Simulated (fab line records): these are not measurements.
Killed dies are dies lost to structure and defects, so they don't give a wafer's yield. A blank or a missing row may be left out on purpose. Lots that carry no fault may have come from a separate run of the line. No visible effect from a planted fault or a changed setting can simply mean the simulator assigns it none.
A single fault, viewed from 2 desks / flow n5 finfet / every desk sees just its own numbers, and what lay behind them comes last

## FOR THE TOOL OWNER'S DESK: rie diel-01
The tool's own readings at N5_BEOL_M0_SAQP_SPACER1_ETCHBACK_99 (etches SiO2 in CHF3/O2, target depth 15.4 nm, time 7.7 s): means of the sampled wafers that have a number, for each lot that ran on this tool. Marked OUT: a lot whose mean sits more than 4 standard deviations from the usual mean, which makes it out of limits; the brackets give that distance.
Columns: A = drypump motor current A at N5_BEOL_M0_SAQP_SPACER1_ETCHBACK_99, usual 5.50 A; B = oes product au at N5_BEOL_M0_SAQP_SPACER1_ETCHBACK_99, usual 0.78 a.u.; C = rf vpp V at N5_BEOL_M0_SAQP_SPACER1_ETCHBACK_99, usual 523 V; D = showerhead plenum p Torr at N5_BEOL_M0_SAQP_SPACER1_ETCHBACK_99, usual 2.43 Torr; E = throttle valve pct at N5_BEOL_M0_SAQP_SPACER1_ETCHBACK_99, usual 18.9 %
lot=L568; first seen here=day 7 23:17; A=5.46; B=0.74; C=527; D=2.47; E=19.1
lot=L578; first seen here=day 10 14:47; A=5.33; B=0.99; C=520; D=2.46; E=18.8
Finding of this desk: none of the 2 lots has anything out of limits.

## THE METROLOGY DESK
What the gauges read, lot by lot, whatever tool the lot ran on: means of the sampled wafers that have a number. Marked OUT: a lot whose mean sits more than 4 standard deviations from the usual mean, which makes it out of limits; the brackets give that distance. 7 of its 10 readings are shown, namely those furthest out on some lot.
Columns: A = DIBL_N at N5_BEOL_M4_RC_MEAS_101, usual 36.6 mV/V; B = DIBL_P at N5_BEOL_M4_RC_MEAS_101, usual 36.7 mV/V; C = IOFF_N at N5_BEOL_M4_RC_MEAS_101, usual 0.16 nA/um; D = IOFF_P at N5_BEOL_M4_RC_MEAS_101, usual 0.22 nA/um; E = SS_N at N5_BEOL_M4_RC_MEAS_101, usual 71.7 mV/dec; F = SS_P at N5_BEOL_M4_RC_MEAS_101, usual 73.3 mV/dec; G = VT_P at N5_BEOL_M4_RC_MEAS_101, usual -249 mV
lot=L568; first seen here=day 10 03:23; A=38.3; B=38.6; C=0.20; D=0.29; E=71.9; F=73.8; G=-244
lot=L570; first seen here=day 10 23:19; A=39.8; B=38.9; C=0.21; D=0.27; E=72.7; F=73.9; G=-249
lot=L578; first seen here=day 13 14:34; A=35.9; B=37.8; C=0.15; D=0.21; E=71.4; F=73.7; G=-251
lot=L581; first seen here=day 13 20:34; A=35.4; B=34.8; C=0.14; D=0.23; E=71.2; F=72.7; G=-245
lot=L580; first seen here=day 14 02:07; A=37.2; B=38.6; C=0.19; D=0.24; E=72.2; F=73.7; G=-249
Finding of this desk: none of the 5 lots has anything out of limits.

## BROUGHT TOGETHER
Nothing out of limits was seen by the tool owner's desk.
At the metrology desk, nothing out of limits was observed.

## WHAT THE SIMULATOR PUT IN
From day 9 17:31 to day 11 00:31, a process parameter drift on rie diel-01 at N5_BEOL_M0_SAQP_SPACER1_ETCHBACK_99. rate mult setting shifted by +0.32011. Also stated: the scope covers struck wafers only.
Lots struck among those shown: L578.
